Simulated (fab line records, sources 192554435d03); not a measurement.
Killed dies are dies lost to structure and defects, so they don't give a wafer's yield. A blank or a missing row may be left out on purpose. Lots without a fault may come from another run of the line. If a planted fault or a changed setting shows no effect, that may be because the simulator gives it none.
Split-lot experiment | flow n5 finfet | 21 wafers read from 7 lots, route of 1938 steps

SPLIT DETAILS
At N5_BEOL_M5_COAT_05 (resist thk 30 nm), the setting spin rpm was moved away from the recipe's 1500 rpm on 6 of the 21 wafers read, by -5.2% to +7.4%. For the rest of the wafers, this setting stayed at what the recipe calls for.

FROM THE SPLIT TO THE READING: what the file shows between them, 4 steps
- N5_BEOL_M5_EBR_07
- N5_BEOL_M5_SOFTBAKE_06: time 60 s
- N5_BEOL_M5_EXPOSE_08: exposes mask M5, target cd 28 nm
- N5_BEOL_M5_PEB_09: peb time 60 s

THE READING
CAR-EUV_of_BEOL_M5_COAT_05.thk nm (the simulator's own value, which no gauge read), in nm, at N5_BEOL_M5_DEVELOP_10 (develop time 30 s). No usual value for it is given in the file. Here, 15 wafers ran the recipe; their average is 29.5 nm with a standard deviation of 0.094 nm.

wafer  | tool, chamber at the split | spin rpm as run, rpm | against the recipe | CAR-EUV_of_BEOL_M5_COAT_05.thk nm, nm | against lot-mates on the recipe
L074.2 | litho track-02, 0          | 1611                 | +7.4%              | 28.6                                  | -1.0
L074.4 | litho track-02, 0          | 1500                 | recipe             | 29.6                                  | -
L074.6 | litho track-02, 0          | 1500                 | recipe             | 29.6                                  | -
L077.1 | litho track-02, 0          | 1500                 | recipe             | 29.6                                  | -
L077.6 | litho track-02, 0          | 1500                 | recipe             | 29.6                                  | -
L077.4 | litho track-02, 0          | 1500                 | recipe             | 29.4                                  | -
L078.1 | litho track-02, 0          | 1426                 | -4.9%              | 30                                    | +0.6
L078.2 | litho track-02, 0          | 1500                 | recipe             | 29.4                                  | -
L078.4 | litho track-02, 0          | 1500                 | recipe             | 29.4                                  | -
L082.1 | litho track-01, 0          | 1500                 | recipe             | 29.6                                  | -
L082.3 | litho track-01, 0          | 1500                 | recipe             | 29.6                                  | -
L082.2 | litho track-01, 0          | 1562                 | +4.1%              | 29                                    | -0.6
L083.2 | litho track-03, 0          | 1500                 | recipe             | 29.6                                  | -
L083.5 | litho track-03, 0          | 1442                 | -3.9%              | 30.2                                  | +0.6
L083.6 | litho track-03, 0          | 1442                 | -3.9%              | 30.2                                  | +0.6
L087.1 | litho track-01, 0          | 1500                 | recipe             | 29.4                                  | -
L087.4 | litho track-01, 0          | 1500                 | recipe             | 29.4                                  | -
L087.2 | litho track-01, 0          | 1422                 | -5.2%              | 30.2                                  | +0.8
L093.1 | litho track-03, 0          | 1500                 | recipe             | 29.6                                  | -
L093.3 | litho track-03, 0          | 1500                 | recipe             | 29.6                                  | -
L093.5 | litho track-03, 0          | 1500                 | recipe             | 29.6                                  | -

FIT RESULTS
A straight line over all 21 wafers: CAR-EUV_of_BEOL_M5_COAT_05.thk nm changes by -0.131 nm for each +1% of spin rpm; r = -0.96; the points scatter about the line by 0.11 nm.
The same after taking each lot's own level away (the mean of its wafers on the recipe; 21 wafers): -0.141 nm for each +1%; r = -0.99; scatter 0.05 nm.
On that fit, the largest move of spin rpm shifts the reading by 1 nm.
Across the lots, their own levels run from 29.40 to 29.60 nm, a range of 2.1 times the standard deviation given above.
The two slopes agree, so the slope changes little with the lot-to-lot level.
Check: with one of the wafers moved furthest among these (+7.4%) left out of the fit, the line predicts -1.07 nm for it against its lot-mates. It came out at -1 nm against them.

FURTHER SPLITS ON THESE WAFERS
Before the reading, these wafers also passed through other splits. Each is held against what the fit with the lots' levels taken away leaves over:
other split on the same wafers | wafers away from the commonest value | r with CAR-EUV_of_BEOL_M5_COAT_05.thk nm (lot level and that fit taken away)
N5_BEOL_M4_COAT_73 temp c      | 7                                    | +0.04

THE WHOLE CHAIN: every reading that the file lists as answering this split, in the file's order
step                  | what it does      | reading                                                                            | change (the file's fit)               | r (the file's)
N5_BEOL_M5_COAT_05    | resist thk 30 nm  | CAR-EUV_of_BEOL_M5_COAT_05.thk nm (the simulator's own value, which no gauge read) | -0.151 nm for each +1% of the setting | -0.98
N5_BEOL_M5_DEVELOP_10 | develop time 30 s | CAR-EUV_of_BEOL_M5_COAT_05.thk nm (the simulator's own value, which no gauge read) | -0.14 nm for each +1% of the setting  | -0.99

FILE'S OWN FIT
CAR-EUV_of_BEOL_M5_COAT_05.thk nm changes by -0.14 nm for each +1% of spin rpm, r = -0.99.
